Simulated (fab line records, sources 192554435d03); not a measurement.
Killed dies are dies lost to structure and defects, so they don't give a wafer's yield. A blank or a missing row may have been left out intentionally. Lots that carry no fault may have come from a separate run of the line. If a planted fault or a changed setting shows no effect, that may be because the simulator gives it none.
Code-filled problem report in 8D (eight disciplines) form || flow n5 finfet || the parts of the form that need people (team, actions taken, sign-off) are left out

== 1. PROBLEM STATEMENT ==
Mean of killed_at_M0_to_M3 at N5_PASSIVATION_PROBE_49: 172 across 6 wafers in 2 lots; on wafers with no fault it is 36 (standard deviation 9.5). That is +14 standard deviations from the usual mean.
First observed at day 13 22:30: wafer L997.2, on prober-02. At this step, 6 wafers from 2 lots have a number in the record. Rule for "out" (also "out of limits"): further than 4 standard deviations from the usual mean. All remaining wafers that have a number are taken as sound.

== 2. WHAT THIS IS AND IS NOT ==
{"question": "which readings at this step", "is": "killed_at_M0_to_M3, defect limited yield, killed dies, sort_bin_5_function, sort n pass, sort yield pct", "is not": "killed_at_M4_up, killed at contacts, killed at front end, killed at other, killed short"}
{"question": "which lots", "is": "L101, L997", "is not": "-"}
{"question": "which wafers of those lots", "is": "all that have a number", "is not": "-"}
{"question": "read on which tools", "is": "prober-02", "is not": "-"}
{"question": "when", "is": "from day 13 22:30", "is not": "up to then (0 sound wafers)"}

== 3. WHAT RULES OUT EACH SUSPECT ==
Counting: a tool stays on the suspect list if, at a process step up to the reading, it processed all lots that are out and no sound lot following the first of them.
- pvd sputter-01 at N5_BEOL_M1_PRE_CLEAN_45 (time 30 s): kept. It ran every lot that is out, first L997 (day 7 22:07), and no sound lot after that.
- pecvd-03 at N5_BEOL_M1_DEP_57 (deposits SiCN from 3MS/NH3, target thk 8 nm, time 14 s): kept. It ran every lot that is out, first L997 (day 8 01:52), and no sound lot after that.
- prober-02 at N5_PASSIVATION_PROBE_49: kept. It ran every lot that is out, first L997 (day 13 22:30), and no sound lot after that. Its own defect limited yield, killed_at_M0_to_M3, killed dies, sort_bin_5_function, sort n pass, sort yield pct readings are out on those wafers.
After the count, these remain: pvd sputter-01 at N5_BEOL_M1_PRE_CLEAN_45, pecvd-03 at N5_BEOL_M1_DEP_57 and prober-02 at N5_PASSIVATION_PROBE_49.

== 4. THE CAUSE (what the simulator had put in) ==
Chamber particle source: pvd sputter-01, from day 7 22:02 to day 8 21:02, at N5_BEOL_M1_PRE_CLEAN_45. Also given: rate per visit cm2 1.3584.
3 suspects survive the count, and this tool is in that group.

== 5. THE EFFECT CHAIN, in route order ==
One row per reading whose mean, taken over the struck wafers that have a number, lies over 3 standard deviations from the usual. Scope: only readings with a usual standard deviation given in the record; hours: median across lots of the time from each lot's start at the first step in this table that gives one to its start at this step; sigmas: change in usual standard deviations.
{"hours": 0, "step": "N5_PASSIVATION_PROBE_49", "reading": "defect limited yield", "usual": "91.0 %", "on struck wafers": 80.8, "change": -10.2, "sigmas": -7.9}
{"hours": 0, "step": "N5_PASSIVATION_PROBE_49", "reading": "killed_at_M0_to_M3", "usual": 36, "on struck wafers": 172, "change": "+136", "sigmas": "+14"}
{"hours": 0, "step": "N5_PASSIVATION_PROBE_49", "reading": "killed dies", "usual": 107, "on struck wafers": 227, "change": "+120", "sigmas": "+8.0"}
{"hours": 0, "step": "N5_PASSIVATION_PROBE_49", "reading": "sort_bin_5_function", "usual": "5.3 %", "on struck wafers": 11.8, "change": "+6.5", "sigmas": "+7.2"}
{"hours": 0, "step": "N5_PASSIVATION_PROBE_49", "reading": "sort n pass", "usual": 1073, "on struck wafers": 953, "change": -120, "sigmas": -8.0}
{"hours": 0, "step": "N5_PASSIVATION_PROBE_49", "reading": "sort yield pct", "usual": "91.0 %", "on struck wafers": 80.8, "change": -10.2, "sigmas": -7.9}
Here are the process steps it includes:
- N5_PASSIVATION_PROBE_49

== 6. WHAT WOULD HAVE CAUGHT IT SOONER ==
144 hours passed between the start of the fault at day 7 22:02 and the first reading out of limits in this record, taken at day 13 22:30.
No tool reading at N5_BEOL_M1_PRE_CLEAN_45 that has a usual standard deviation in the record was out on any struck wafer, so an alarm limit of 4 standard deviations on those readings would not have fired.
By day 13 22:30 the whole set of lots that are out, 2 in number, had already begun N5_BEOL_M1_PRE_CLEAN_45 on pvd sputter-01. Tool hold at that time: it would have spared none of them.
